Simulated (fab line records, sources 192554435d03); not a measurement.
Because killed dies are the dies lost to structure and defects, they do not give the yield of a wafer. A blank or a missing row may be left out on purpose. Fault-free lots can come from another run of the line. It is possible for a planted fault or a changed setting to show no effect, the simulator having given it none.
fab line records + flow n5Finfet
record
- lots=9
- wafers=27
- lastDay=18
route steps=1938 shown HKMG_FIN@457 GATE_CUT@469 BEOL_M4@1111
lots that met no fault: from a run of the same line without faults
startH: the number of hours between the record's first day and the start of the first shown wafer of the lot + waitH: hours since the lot's step before + " as in the row above + L1.1+2: a row that stands for several wafers + - either no value or no given start + * or withheld: withheld + < > ~ a bound
route shown NAME@n: a module of which the file shows steps, and the number in the route of the first + usual: mean/standard deviation of fault-free wafers + same: alike in all rows + chamber/n: place in a boat + sites: each site's reading + _std_site: standard deviation of those values + _edge_site: the outer-site mean with the inner-site mean subtracted + radiusMm: for every site, how far away it sits from the centre of the wafer + mask NAME#n: copy n + behind: the tool/chamber that last shaped the wafer + hold: why the lot went on hold/how many hours it stayed there/how the hold came to an end + device: the transistor (n, p or np) that didn't switch + end of line: the route-end tests of the same wafers + step lacking rows: just its recipe + killed: dies that structure and defects cost at the first sort, which is not the same as the wafer's yield + map: a wafer's dies, marking killed ones x, the rest . and places with no die _
set.NAME: the setting as run; set.NAME@STEP: as run at that earlier step + model.NAME: the simulator's own value behind a step, which no gauge read
steps of the route over a sample of lots; a table a step, a row a wafer
services: the hour from which a tool's chamber was out of use, counted from the record's first day as startH (under 0 if before that day), plus the number of hours and why
## steps
# step N5_HKMG_FIN_ALD_72
# recipe
- material=W
- targetThkA=20
- tempC=300
- pressureTorr=7.5
- aldPrecursorFamily=WF6
- aldCoReactant=B2H6
- pulseTimeS=1
- purgeTimeS=2
- coReactantPurgeTimeS=2
- coReactantPulseTimeS=3
- aldCycles=7
# usual
- chamberPressureTorr=7.499/0.016
- heaterPowerW=467/38
- precursorPulseHeightRel=1.002/0.018
| lot.wafer | tool    | chamber | startH | waitH | chamberPressureTorr | heaterPowerW | precursorPulseHeightRel |
|-----------|---------|---------|--------|-------|---------------------|--------------|-------------------------|
| L800.4    | cvdW-02 | 0       | 81.54  | 0.2   | 7.496               | 414          | 1.016                   |
| L800.5    | "       | 0       | "      | "     | 7.519               | 407          | 0.995                   |
| L800.6    | "       | 1       | "      | "     | 7.495               | 475          | 0.993                   |
| L803.1    | cvdW-01 | 0       | 98.67  | 0.2   | 7.477               | 490          | 1.022                   |
| L803.2    | "       | 1       | "      | "     | 7.483               | 492          | 1.004                   |
| L803.5    | "       | 1       | "      | "     | 7.489               | 490          | 1.035                   |
| L805.3    | cvdW-02 | 0       | 120.52 | 0.2   | 7.472               | 424          | 1.007                   |
| L805.4    | "       | 1       | "      | "     | 7.503               | 488          | 0.990                   |
| L805.5    | "       | 1       | "      | "     | 7.502               | 490          | 0.993                   |
| L809.1    | cvdW-02 | 1       | 135.05 | 0.2   | 7.511               | 501          | 1.003                   |
| L809.3    | "       | 0       | "      | "     | 7.504               | 425          | 0.965                   |
| L809.4    | "       | 1       | "      | "     | 7.506               | 502          | 1.015                   |
| L811.1    | cvdW-02 | 0       | 146.40 | 0.2   | 7.493               | 413          | 1.008                   |
| L811.2    | "       | 1       | "      | "     | 7.504               | 490          | 0.972                   |
| L811.6    | "       | 1       | "      | "     | 7.507               | 495          | 1.027                   |
| L814.2    | cvdW-01 | 0       | 165.45 | 0.2   | 7.515               | 503          | 0.976                   |
| L814.4    | "       | 1       | "      | "     | 7.487               | 497          | 1.013                   |
| L814.5    | "       | 0       | "      | "     | 7.487               | 497          | 1.011                   |
| L821.2    | cvdW-02 | 1       | 213.99 | 0.2   | 7.507               | 490          | 0.974                   |
| L821.3    | "       | 0       | "      | "     | 7.484               | 408          | 1.008                   |
| L821.4    | "       | 1       | "      | "     | 7.478               | 487          | 1.024                   |
| L823.2    | cvdW-02 | 0       | 225.09 | 0.2   | 7.521               | 434          | 1.004                   |
| L823.4    | "       | 1       | "      | "     | 7.484               | 490          | 0.990                   |
| L823.5    | "       | 1       | "      | "     | 7.482               | 501          | 1.023                   |
| L822.1    | cvdW-02 | 0       | 228.35 | 0.2   | 7.482               | 409          | 0.952                   |
| L822.2    | "       | 1       | "      | "     | 7.512               | 494          | 0.991                   |
| L822.4    | "       | 0       | "      | "     | 7.513               | 415          | 0.993                   |
# step N5_HKMG_FIN_CMP_23
# recipe
- stopOn=SiNx
- tOverpolishS=10
- postCmpClean=rinseOnly
- downForcePsi=4
- platenRpm=50.289
- padVelocityMS=1.0006
- targetThkNm=46.326
# usual
- motorCurrentA=12.9/1.9
- overpolishRunS=9.999/0.0093
- timeToEndpointS=12.9/2.4
| lot.wafer | tool   | chamber | startH | waitH | motorCurrentA | overpolishRunS | timeToEndpointS |
|-----------|--------|---------|--------|-------|---------------|----------------|-----------------|
| L800.4    | cmp-01 | 3       | 81.86  | 0.2   | 12.0          | 9.992          | 12.3            |
| L800.6    | "      | 1       | "      | "     | 15.2          | 10.005         | 14.7            |
| L800.5    | "      | 2       | "      | "     | 15.7          | 9.996          | 11.8            |
| L803.1    | cmp-01 | 0       | 98.84  | 0.0   | 13.7          | 10.009         | 12.7            |
| L803.2    | "      | 1       | "      | "     | 14.6          | 9.988          | 13.0            |
| L803.5    | "      | 0       | "      | "     | 13.4          | 10.000         | 13.5            |
| L805.4    | cmp-01 | 1       | 120.67 | 0.0   | 14.3          | 10.003         | 15.8            |
| L805.3    | "      | 2       | "      | "     | 16.0          | 10.016         | 14.5            |
| L805.5    | "      | 2       | "      | "     | 15.7          | 9.992          | 13.6            |
| L809.3    | cmp-04 | 2       | 135.22 | 0.0   | 10.3          | 10.003         | 17.2            |
| L809.1    | "      | 3       | "      | "     | 13.0          | 10.003         | 14.8            |
| L809.4    | "      | 0       | "      | "     | 11.0          | 9.996          | 7.4             |
| L811.2    | cmp-02 | 0       | 146.57 | 0.0   | 9.4           | 10.010         | 15.1            |
| L811.1    | "      | 2       | "      | "     | 12.7          | 10.005         | 16.8            |
| L811.6    | "      | 1       | "      | "     | 12.0          | 10.030         | 14.7            |
| L814.4    | cmp-02 | 3       | 165.70 | 0.1   | 10.8          | 9.989          | 12.7            |
| L814.2    | "      | 1       | "      | "     | 12.2          | 10.005         | 10.6            |
| L814.5    | "      | 3       | "      | "     | 11.5          | 10.009         | 11.4            |
| L821.2    | cmp-01 | 0       | 214.24 | 0.1   | 13.0          | 9.997          | 10.1            |
| L821.3    | "      | 1       | "      | "     | 15.2          | 9.993          | 11.8            |
| L821.4    | "      | 2       | "      | "     | 16.4          | 9.995          | 12.3            |
| L823.4    | cmp-01 | 3       | 225.34 | 0.1   | 12.9          | 10.007         | 11.2            |
| L823.2    | "      | 0       | "      | "     | 12.6          | 9.980          | 8.6             |
| L823.5    | "      | 3       | "      | "     | 12.8          | 9.973          | 10.6            |
| L822.1    | cmp-01 | 3       | 228.52 | 0.0   | 12.4          | 9.996          | 10.2            |
| L822.2    | "      | 1       | "      | "     | 14.6          | 9.994          | 13.4            |
| L822.4    | "      | 2       | "      | "     | 15.5          | 9.996          | 10.0            |
# step N5_GATE_CUT_ETCH_58
# recipe
- chemistry=CH3F/O2
- target=SiNx
- targetDepthA=170
- timeS=128.6
- ionEnergyEv=50
- pressureMtorr=30
- sourceW=415
- biasW=21
- Ar_flow_sccm=150
- CH3F_flow_sccm=30
- O2_flow_sccm=20
# usual
- O2_flow_sccm=20.01/0.055
- drypumpMotorCurrentA=5.6/0.31
- mfcArSccm=150.1/0.45
- oesProductAu=0.77/0.082
- rfVppV=99.1/0.85
- showerheadPlenumPTorr=2.01/0.058
- throttleValvePct=16.32/0.3
# same
- timeS=128.6
| lot.wafer | tool       | chamber | startH | waitH | O2_flow_sccm | drypumpMotorCurrentA | mfcArSccm | oesProductAu | rfHoursCounterH | rfVppV | showerheadPlenumPTorr | throttleValvePct |
|-----------|------------|---------|--------|-------|--------------|----------------------|-----------|--------------|-----------------|--------|-----------------------|------------------|
| L800.4    | rieDiel-05 | 3       | 82.79  | 0.1   | 19.95        | 5.6                  | 149.3     | 0.69         | -               | 99.9   | 2.01                  | 16.47            |
| L800.5    | "          | 1       | "      | "     | 19.98        | 5.2                  | 149.7     | 0.78         | -               | 100.5  | 2.01                  | 16.03            |
| L800.6    | "          | 2       | "      | "     | 20.01        | 5.9                  | 149.8     | 0.74         | -               | 98.0   | 2.00                  | 16.32            |
| L803.1    | rieDiel-05 | 1       | 100.15 | 0.1   | 19.93        | 5.2                  | 149.6     | 0.78         | 121             | 99.0   | 2.01                  | 16.03            |
| L803.2    | "          | 2       | "      | "     | 20.05        | 5.8                  | 149.9     | 0.73         | 190             | 98.7   | 1.99                  | 16.36            |
| L803.5    | "          | 2       | "      | "     | 20.02        | 5.8                  | 150.3     | 0.73         | -               | 98.9   | 1.99                  | 16.35            |
| L805.3    | rieDiel-05 | 0       | 121.70 | 0.0   | 20.00        | 5.4                  | 149.7     | 0.95         | 5               | 99.4   | 2.15                  | 16.23            |
| L805.4    | "          | 2       | "      | "     | 20.10        | 5.9                  | 150.3     | 0.72         | 197             | 98.5   | 1.99                  | 16.38            |
| L805.5    | "          | 1       | "      | "     | 20.07        | 5.2                  | 149.6     | 0.77         | -               | 99.3   | 2.01                  | 16.04            |
| L809.1    | rieDiel-05 | 3       | 136.53 | 0.1   | 19.92        | 5.6                  | 150.3     | 0.68         | 204             | 99.7   | 2.00                  | 16.50            |
| L809.3    | "          | 0       | "      | "     | 19.95        | 5.4                  | 150.0     | 0.94         | 11              | 99.4   | 2.15                  | 16.23            |
| L809.4    | "          | 1       | "      | "     | 20.04        | 5.2                  | 150.5     | 0.76         | 135             | 98.5   | 2.01                  | 16.04            |
| L811.1    | rieDiel-04 | 1       | 147.61 | 0.0   | 20.08        | 6.3                  | 150.5     | 0.70         | 213             | 99.8   | 2.06                  | 16.50            |
| L811.2    | "          | 2       | "      | "     | 20.05        | 6.2                  | 149.7     | 0.93         | 15              | 98.8   | 1.95                  | 15.67            |
| L811.6    | "          | 2       | "      | "     | 20.02        | 6.2                  | 150.7     | 0.93         | -               | 99.8   | 1.95                  | 15.68            |
| L814.2    | rieDiel-04 | 1       | 166.66 | 0.0   | 20.00        | 6.3                  | 149.5     | 0.70         | 220             | 99.5   | 2.05                  | 16.51            |
| L814.4    | "          | 2       | "      | "     | 20.09        | 6.2                  | 149.9     | 0.92         | 21              | 98.1   | 1.95                  | 15.68            |
| L814.5    | "          | 3       | "      | "     | 20.02        | 5.9                  | 150.7     | 0.69         | -               | 99.0   | 2.06                  | 16.59            |
| L821.2    | rieDiel-04 | 1       | 215.37 | 0.0   | 20.08        | 6.3                  | 149.6     | 0.69         | 236             | 98.4   | 2.05                  | 16.55            |
| L821.3    | "          | 3       | "      | "     | 20.08        | 5.9                  | 150.2     | 0.96         | 4               | 99.9   | 2.06                  | 16.12            |
| L821.4    | "          | 2       | "      | "     | 19.88        | 6.2                  | 149.7     | 0.87         | -               | 99.2   | 1.94                  | 15.72            |
| L823.2    | rieDiel-01 | 1       | 226.39 | 0.1   | 20.03        | 5.5                  | 150.3     | 0.74         | 184             | 97.8   | 1.98                  | 16.30            |
| L823.4    | "          | 0       | "      | "     | 20.07        | 5.3                  | 149.8     | 0.82         | -               | 99.4   | 2.03                  | 16.29            |
| L823.5    | "          | 2       | "      | "     | 20.03        | 5.4                  | 150.1     | 0.68         | -               | 97.8   | 1.98                  | 16.88            |
| L822.1    | rieDiel-01 | 0       | 229.56 | 0.0   | 19.92        | 5.3                  | 150.7     | 0.81         | 75              | 98.9   | 2.03                  | 16.30            |
| L822.2    | "          | 2       | "      | "     | 20.03        | 5.4                  | 151.1     | 0.67         | 257             | 97.8   | 1.98                  | 16.87            |
| L822.4    | "          | 2       | "      | "     | 20.01        | 5.4                  | 149.7     | 0.67         | -               | 98.4   | 1.98                  | 16.90            |
# step N5_GATE_CUT_CMP_02
# recipe
- stopOn=SiO2
- tOverpolishS=12.7
- postCmpClean=alkalineBrush
- downForcePsi=2.5
- platenRpm=51.8
- padVelocityMS=1.0307
- targetThkNm=0
# usual
- motorCurrentA=9.4/1.4
- overpolishRunS=12.700/0.0095
- timeToEndpointS=25.4/2.6
| lot.wafer | tool   | chamber | startH | waitH | motorCurrentA | overpolishRunS | timeToEndpointS |
|-----------|--------|---------|--------|-------|---------------|----------------|-----------------|
| L800.4    | cmp-02 | 2       | 85.40  | 0.1   | 9.4           | 12.696         | 29.0            |
| L800.6    | "      | 0       | "      | "     | 7.1           | 12.704         | 27.7            |
| L800.5    | "      | 1       | "      | "     | 9.0           | 12.697         | 25.9            |
| L803.2    | cmp-03 | 2       | 102.81 | 0.1   | 6.6           | 12.698         | 22.8            |
| L803.1    | "      | 3       | "      | "     | 9.9           | 12.692         | 23.2            |
| L803.5    | "      | 0       | "      | "     | 8.0           | 12.703         | 22.1            |
| L805.4    | cmp-02 | 1       | 124.33 | 0.1   | 9.0           | 12.703         | 26.1            |
| L805.3    | "      | 3       | "      | "     | 8.2           | 12.694         | 25.0            |
| L805.5    | "      | 1       | "      | "     | 9.1           | 12.696         | 22.9            |
| L809.4    | cmp-01 | 3       | 139.12 | 0.0   | 9.5           | 12.705         | 27.7            |
| L809.3    | "      | 0       | "      | "     | 9.6           | 12.697         | 24.2            |
| L809.1    | "      | 1       | "      | "     | 11.1          | 12.705         | 25.4            |
| L811.1    | cmp-02 | 2       | 150.24 | 0.1   | 9.0           | 12.701         | 29.0            |
| L811.2    | "      | 3       | "      | "     | 8.0           | 12.693         | 45.3            |
| L811.6    | "      | 2       | "      | "     | 9.6           | 12.693         | 55.8            |
| L814.4    | cmp-02 | 1       | 169.24 | 0.0   | 9.8           | 12.688         | 28.0            |
| L814.2    | "      | 2       | "      | "     | 8.9           | 12.697         | 56.8            |
| L814.5    | "      | 1       | "      | "     | 9.4           | 12.704         | 25.4            |
| L821.4    | cmp-01 | 2       | 218.45 | 0.1   | 11.3          | 12.688         | 21.9            |
| L821.2    | "      | 3       | "      | "     | 9.4           | 12.733         | 24.0            |
| L821.3    | "      | 0       | "      | "     | 9.9           | 12.704         | 23.6            |
| L823.4    | cmp-02 | 2       | 229.00 | 0.1   | 9.5           | 12.693         | 27.1            |
| L823.2    | "      | 0       | "      | "     | 7.0           | 12.680         | 23.5            |
| L823.5    | "      | 2       | "      | "     | 8.9           | 12.693         | 26.8            |
| L822.1    | cmp-01 | 1       | 232.14 | 0.1   | 10.9          | 12.701         | 24.5            |
| L822.2    | "      | 2       | "      | "     | 11.8          | 12.714         | 26.0            |
| L822.4    | "      | 0       | "      | "     | 9.5           | 12.700         | 22.5            |
# step N5_BEOL_M4_RC_MEAS_101
# usual
- DIBL_N=36.0/1.9
- DIBL_P=36.0/2.1
- IOFF_N=0.155/0.029
- IOFF_P=0.20/0.032
- ION_N=672/11
- ION_P=461/6.9
- SS_N=71.5/0.58
- SS_P=73.2/0.64
- VT_N=250.4/2.9
- VT_P=-251.0/2.8
| lot.wafer | tool      | chamber | startH | waitH | DIBL_N[mV/V] | DIBL_P[mV/V] | IOFF_N[nA/um] | IOFF_P[nA/um] | ION_N[uA/um] | ION_P[uA/um] | SS_N[mV/dec] | SS_P[mV/dec] | VT_N[mV] | VT_P[mV] |
|-----------|-----------|---------|--------|-------|--------------|--------------|---------------|---------------|--------------|--------------|--------------|--------------|----------|----------|
| L800.4    | prober-02 | 0       | 180.36 | 0.5   | 34.5         | 33.8         | 0.124         | 0.16          | 676          | 455          | 70.4         | 72.2         | 254.2    | -256.0   |
| L800.5    | "         | 0       | "      | "     | 35.0         | 35.0         | 0.131         | 0.17          | 659          | 446          | 71.1         | 72.5         | 253.3    | -252.8   |
| L800.6    | "         | 0       | "      | "     | 35.1         | 34.7         | 0.136         | 0.16          | 661          | 451          | 70.7         | 72.9         | 251.9    | -257.8   |
| L803.1    | prober-02 | 0       | 187.11 | 0.0   | 38.1         | 39.4         | 0.192         | 0.26          | 696          | 475          | 71.6         | 74.1         | 247.3    | -244.9   |
| L803.2    | "         | 0       | "      | "     | 39.6         | 40.4         | 0.218         | 0.27          | 682          | 466          | 72.0         | 73.4         | 244.8    | -248.1   |
| L803.5    | "         | 0       | "      | "     | 39.5         | 39.7         | 0.213         | 0.27          | 705          | 478          | 71.0         | 73.7         | 247.4    | -247.3   |
| L805.3    | prober-02 | 0       | 214.62 | 0.3   | 40.6         | 39.6         | 0.218         | 0.27          | 676          | 465          | 72.8         | 74.5         | 248.8    | -248.0   |
| L805.4    | "         | 0       | "      | "     | 39.2         | 39.2         | 0.194         | 0.25          | 686          | 466          | 72.2         | 74.2         | 246.9    | -246.9   |
| L805.5    | "         | 0       | "      | "     | 41.7         | 41.4         | 0.236         | 0.30          | 678          | 467          | 72.6         | 74.4         | 246.5    | -246.9   |
| L811.1    | prober-01 | 0       | 237.95 | 0.0   | 35.5         | 34.8         | 0.148         | 0.20          | 677          | 465          | 71.8         | 72.5         | 250.3    | -251.6   |
| L811.2    | "         | 0       | "      | "     | 37.3         | 36.5         | 0.174         | 0.22          | 681          | 468          | 71.6         | 73.5         | 250.7    | -251.2   |
| L811.6    | "         | 0       | "      | "     | 35.1         | 34.4         | 0.130         | 0.19          | 656          | 456          | 71.6         | 72.4         | 255.0    | -252.9   |
| L809.1    | prober-01 | 0       | 240.97 | 0.0   | 36.0         | 37.2         | 0.153         | 0.21          | 688          | 469          | 70.9         | 74.1         | 249.2    | -248.9   |
| L809.3    | "         | 0       | "      | "     | 35.7         | 36.8         | 0.155         | 0.22          | 672          | 467          | 71.1         | 73.8         | 250.3    | -250.4   |
| L809.4    | "         | 0       | "      | "     | 34.6         | 35.8         | 0.135         | 0.20          | 665          | 466          | 71.5         | 73.6         | 251.7    | -249.1   |
| L814.2    | prober-01 | 0       | 256.73 | 0.2   | 35.7         | 35.4         | 0.163         | 0.23          | 669          | 469          | 70.7         | 73.5         | 247.3    | -248.7   |
| L814.4    | "         | 0       | "      | "     | 33.4         | 32.3         | 0.118         | 0.18          | 667          | 465          | 70.2         | 73.1         | 252.6    | -250.8   |
| L814.5    | "         | 0       | "      | "     | 33.0         | 32.2         | 0.117         | 0.18          | 662          | 467          | 70.9         | 72.9         | 249.7    | -249.4   |
| L823.2    | prober-01 | 0       | 311.51 | 0.2   | 37.5         | 36.0         | 0.179         | 0.23          | 672          | 465          | 71.6         | 73.9         | 248.6    | -246.8   |
| L823.4    | "         | 0       | "      | "     | 35.8         | 34.7         | 0.147         | 0.20          | 678          | 460          | 71.1         | 72.9         | 251.6    | -250.3   |
| L823.5    | "         | 0       | "      | "     | 38.0         | 36.4         | 0.173         | 0.24          | 657          | 450          | 71.5         | 73.8         | 248.6    | -252.1   |
| L821.2    | prober-02 | 0       | 312.04 | 0.2   | 33.6         | 33.1         | 0.130         | 0.18          | 675          | 467          | 71.5         | 72.1         | 250.5    | -250.3   |
| L821.3    | "         | 0       | "      | "     | 32.7         | 32.2         | 0.124         | 0.17          | 673          | 464          | 70.7         | 72.4         | 255.6    | -251.7   |
| L821.4    | "         | 0       | "      | "     | 34.6         | 33.9         | 0.132         | 0.19          | 656          | 457          | 70.9         | 72.7         | 253.0    | -251.1   |
| L822.1    | prober-01 | 0       | 313.78 | 0.0   | 34.4         | 35.1         | 0.149         | 0.19          | 682          | 466          | 71.6         | 73.0         | 252.9    | -249.1   |
| L822.2    | "         | 0       | "      | "     | 33.3         | 33.1         | 0.118         | 0.15          | 661          | 450          | 71.0         | 72.6         | 255.5    | -255.7   |
| L822.4    | "         | 0       | "      | "     | 32.8         | 33.0         | 0.119         | 0.16          | 674          | 462          | 70.4         | 72.9         | 251.2    | -253.9   |
## services
| tool       | chamber | startH | hours | kind   |
|------------|---------|--------|-------|--------|
| cmp-03     | -       | 59.71  | 17.3  | pm     |
| cmp-04     | -       | 61.43  | 2.6   | repair |
| cmp-01     | -       | 64.95  | 3.6   | pm     |
| cvdW-01    | -       | 68.18  | 2.8   | pm     |
| cmp-02     | -       | 68.68  | 2.2   | repair |
| cmp-04     | -       | 76.95  | 21.0  | repair |
| cmp-03     | -       | 77.03  | 10.4  | pm     |
| rieDiel-01 | 0       | 83.15  | 5.0   | repair |
| rieDiel-01 | 0       | 97.10  | 6.9   | repair |
| cmp-04     | -       | 97.98  | 3.6   | pm     |
| cmp-01     | -       | 103.09 | 4.4   | pm     |
| cmp-03     | -       | 128.46 | 4.0   | pm     |
| rieDiel-05 | 1       | 141.67 | 9.0   | repair |
| cmp-01     | -       | 149.02 | 0.2   | repair |
| cvdW-02    | -       | 158.93 | 0.9   | repair |
| cmp-01     | -       | 161.62 | 0.5   | repair |
| cmp-01     | -       | 171.43 | 1.2   | repair |
| cmp-02     | -       | 172.72 | 1.7   | repair |
| cmp-03     | -       | 189.88 | 1.2   | repair |
| rieDiel-05 | 3       | 190.29 | 7.9   | repair |
| rieDiel-01 | 1       | 194.00 | 11.3  | repair |
| rieDiel-01 | 0       | 197.51 | 3.7   | repair |
| cmp-01     | -       | 203.68 | 4.0   | pm     |
| rieDiel-01 | 3       | 226.04 | 5.8   | repair |
## key
firstSign
- step=N5_GATE_CUT_CMP_02
- reading=timeToEndpointS
- direction=up
- sigmas=11
- usual=*
- struck=*
effect none on later readings
metAt N5_GATE_CUT_CMP_02
struckLots L811,L814
struckWafers L811.2,L811.6,L814.2
notActingAt N5_HKMG_FIN_ALD_72,N5_HKMG_FIN_CMP_23,N5_GATE_CUT_ETCH_58
onsetBetween 124.33 150.24
fault
- kind=processParameterDrift
- tool=cmp-02
- chamber=-
- onsetH=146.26
- steps=N5_GATE_CUT_CMP_02
- channel=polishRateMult
- offset=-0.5
- shape=step
- endH=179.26
- scope=struckWafersOnly
